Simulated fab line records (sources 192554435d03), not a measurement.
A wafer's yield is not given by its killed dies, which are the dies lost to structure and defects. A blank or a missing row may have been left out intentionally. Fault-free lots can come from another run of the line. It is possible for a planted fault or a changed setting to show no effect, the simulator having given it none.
What tool caused it? ; flow n5-finfet ; Sampling: 12 lots, 36 wafers, 3 of 1938 route steps

WHAT THE GAUGES READ, wafer by wafer
N5_BEOL_M3_THK_MEAS_01.
lot;measured;on;M3_ILD_THK (nm)
L075;day 7 15:35;film-metro-02;78.4 78.1 79.3
L076;day 7 20:12;film-metro-02;77.6 77.9 78.9
L079;day 8 01:42;film-metro-01;78.1 78.3 79.0
L080;day 9 01:13;film-metro-02;77.9 78.3 80.2
L083;day 9 17:34;film-metro-02;77.9 80.0 80.1
L085;day 9 23:41;film-metro-02;79.4 78.4 80.6
L087;day 10 13:27;film-metro-02;77.5 79.3 78.6
L089;day 11 11:22;film-metro-01;77.5 76.9 78.5
L092;day 12 23:41;film-metro-02;78.1 78.3 78.9
L094;day 13 04:13;film-metro-02;78.6 78.3 80.0
L095;day 13 16:50;film-metro-02;78.6 78.6 78.5
L096;day 14 01:48;film-metro-02;78.3 78.2 79.4

TOOL THAT RAN EACH LOT (tool first, then ch and the chambers of the sampled wafers, then the start)
lot;N5_BEOL_M2_VIA_ETCH_34;N5_BEOL_M2_ANNEAL_49
L075;rie-diel-01 ch 0,1,3, day 7 11:17;pvd-sputter-03, day 7 12:44
L076;rie-diel-05 ch 0,3, day 7 15:29;pvd-sputter-02, day 7 17:17
L079;rie-diel-01 ch 0,1, day 7 21:20;pvd-sputter-01, day 7 22:47
L080;rie-diel-05 ch 0,1,2, day 8 19:17;pvd-sputter-01, day 8 22:19
L083;rie-diel-05 ch 0,1, day 9 12:26;pvd-sputter-03, day 9 13:57
L085;rie-diel-01 ch 0,1,3, day 9 18:39;pvd-sputter-02, day 9 20:48
L087;rie-diel-04 ch 0,1,2, day 10 08:50;pvd-sputter-03, day 10 10:08
L089;rie-diel-01 ch 0,1,3, day 11 07:06;pvd-sputter-03, day 11 08:26
L092;rie-diel-04 ch 1,2, day 12 18:56;pvd-sputter-02, day 12 20:50
L094;rie-diel-05 ch 0,1,3, day 12 22:15;pvd-sputter-01, day 13 01:20
L095;rie-diel-04 ch 0,1,2, day 13 11:10;pvd-sputter-02, day 13 13:59
L096;rie-diel-05 ch 0,2,3, day 13 19:44;pvd-sputter-02, day 13 22:56
- N5_BEOL_M2_VIA_ETCH_34: etches the open film in C4F6/O2, target depth 69.4 nm, time 65.9 s.
- N5_BEOL_M2_ANNEAL_49: time 240 s.

THE ANSWER, worked out from the rows above alone
Rule: what is usual is taken from the lots themselves. The widest of any qualifying gaps counts: lots, ordered by their means at a reading, are off when they make up no more than a third of the lots, leave a main group of 4 or more, and stand apart from it by 3 or more times the standard deviation of that group's means. If all means in a main group match to the digits the tables above print for the reading, that group is not used. A lot without any number at a reading at which 4 lots or more have one is off too. All remaining lots with rows at the step are treated as sound.
None of the lots is off at any reading shown; this tells nothing.

WHAT THE SIMULATOR HAD PUT IN
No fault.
